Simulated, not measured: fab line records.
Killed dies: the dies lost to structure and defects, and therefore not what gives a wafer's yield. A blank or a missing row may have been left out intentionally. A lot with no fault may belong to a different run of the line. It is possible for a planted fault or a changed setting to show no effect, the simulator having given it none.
Matching of chambers ; flow nandHarc ; NHARC_P_M0_DESCUM_14 on rieDiel-12 has 4 sister chambers
The step chemistry O2, time 3 s. 4 wafers are shown with their chamber, then 12 later ones without.

== EACH WAFER AND ITS CHAMBER ==
wafer;chamber;showerheadPlenumPTorr (Torr)
L082.3;1;1.85
L085.2;2;1.92
L093.4;3;1.90
L093.6;0;1.78

== WAFERS WITHOUT THEIR CHAMBER ==
wafer;showerheadPlenumPTorr (Torr)
L094.1;1.92
L094.3;1.90
L094.4;1.78
L095.1;1.78
L095.4;1.85
L095.5;1.90
L096.2;1.85
L096.3;1.78
L096.5;1.78
L097.2;1.89
L097.4;1.78
L097.5;1.85

== WHICH CHAMBER EACH ONE RAN IN ==
wafer;from the rows above;in truth
L094.1;2;2
L094.3;3;3
L094.4;0;0
L095.1;0;0
L095.4;1;1
L095.5;3;3
L096.2;1;1
L096.3;0;0
L096.5;0;0
L097.2;3;3
L097.4;0;0
L097.5;1;1
12 of 12 placed correctly. Number that these rows cannot place: 0. Number placed wrongly: 0.
How it was worked out, from the rows above alone: a wafer's distance from a chamber is the root of the sum, over the readings, of the square of ((its reading less the chamber's mean) divided by the reading's scatter). The wafer belongs to the nearest chamber; if the next one is less than 2 further off, it can't be placed. The mean given for a chamber averages the wafers shown for that chamber. The scatter (one wafer shown for each chamber): square how far every hidden wafer sits from the nearest shown wafer, average those squares and take the square root.
